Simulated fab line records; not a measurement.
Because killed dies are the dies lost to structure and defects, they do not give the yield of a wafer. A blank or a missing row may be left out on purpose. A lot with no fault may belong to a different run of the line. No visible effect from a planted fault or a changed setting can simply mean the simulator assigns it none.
8D (eight disciplines) problem report, filled in by code | flow nandHarc | the parts of the form that need people (team, actions taken, sign-off) are left out

## 1. THE PROBLEM
Mean of thkNm at NHARC_A_ONON_D1_THK_MEAS_27: 1165 nm across 6 wafers in 3 lots; on wafers with no fault it is 1001 nm (standard deviation 8.4). That puts it +20 standard deviations away from the usual mean.
The step: measures by ellipsometry.
First observed at day 13 12:56: wafer L828.3, on filmMetro-01. The record holds 39 wafers of 13 lots with a number at this step. The rule behind "out" and "out of limits": a value lying over 4 standard deviations away from the usual mean. The rest of the wafers with a number are treated as sound.

## 2. WHAT THIS IS AND IS NOT
question                    | is                                             | is not
which readings at this step | thkNm                                          | -
which lots                  | L828, L829, L831                               | L809, L810, L815, L816, L818, L819, L821, L822, L824, L830
which wafers of those lots  | L828.3, L828.4, L829.4, L831.3, L831.4, L831.6 | L828.2, L829.2, L829.5
read on which gauges        | filmMetro-01, filmMetro-02                     | -
when                        | from day 13 12:56                              | up to then (28 sound wafers); but 5 sound wafers of L829, L830 came after

## 3. SUSPECTS, AND WHAT RULES EACH OUT
Counting: any tool at a process step up to the reading remains a suspect provided it ran every lot that is out. Sound lots after the first of them don't rule it out here, since some wafers of a struck lot are sound.
- the gauge at NHARC_A_ONON_D1_THK_MEAS_27 is ruled out. Those wafers that are out were read across 2 gauges (filmMetro-01, filmMetro-02).
- pvdSputter-01 at NHARC_P_BONDPAD_PRE_CLEAN_26 (time 30 s): kept. Every lot that is out went through it, the first being L828 (day 13 12:29); the last sound lot it ran before that was L821 (day 11 10:59). NHARC_P_BONDPAD_PRE_CLEAN_26: start missing for some lots; hours and lot order therefore follow NHARC_A_ONON_D1_DEP_25.
- pecvdOnon-03 at NHARC_A_ONON_D1_DEP_25 (target thk 1000 nm): kept. Every lot that is out went through it, the first being L828 (day 13 12:29); the last sound lot it ran before that was L821 (day 11 10:59).
The count leaves pecvdOnon-03 at NHARC_A_ONON_D1_DEP_25 and pvdSputter-01 at NHARC_P_BONDPAD_PRE_CLEAN_26.

## 4. THE CAUSE (what the simulator had put in)
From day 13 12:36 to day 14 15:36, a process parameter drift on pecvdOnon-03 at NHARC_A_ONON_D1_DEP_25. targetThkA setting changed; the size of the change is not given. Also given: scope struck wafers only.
After counting, 2 suspects remain, this tool included.

## 5. SEQUENCE OF EFFECTS, ordered by route
Each row: a reading where the mean over the struck wafers with a number is more than 3 standard deviations away from the usual. Only readings for which the record gives a usual standard deviation are gone through. hours: the time from each lot's start at the first step in this table that gives one to its start at this step, as a median over the lots. sigmas: the change in usual standard deviations.
hours | step                        | reading       | usual   | on struck wafers | change | sigmas
0     | NHARC_A_ONON_D1_THK_MEAS_27 | thkNm         | 1001 nm | 1165             | +164   | +20
271   | NHARC_END_SORT_01           | killedAtArray | 27      | 672              | +645   | +64
271   | NHARC_END_SORT_01           | killedDies    | 30      | 677              | +647   | +65

## 6. HOW IT WOULD HAVE BEEN CAUGHT EARLIER
The first out-of-limits reading at a measuring or inspecting step in this record came at day 13 12:56, 0 hours after the fault's start at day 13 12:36.
Tool readings at NHARC_A_ONON_D1_DEP_25 with a usual standard deviation given in the record: none out on any struck wafer, hence no alarm at a limit of 4 standard deviations on them.
Of the lots that are out (3), L831 began NHARC_A_ONON_D1_DEP_25 on pecvdOnon-03 after day 13 12:56. Holding the tool at that time would have saved it.
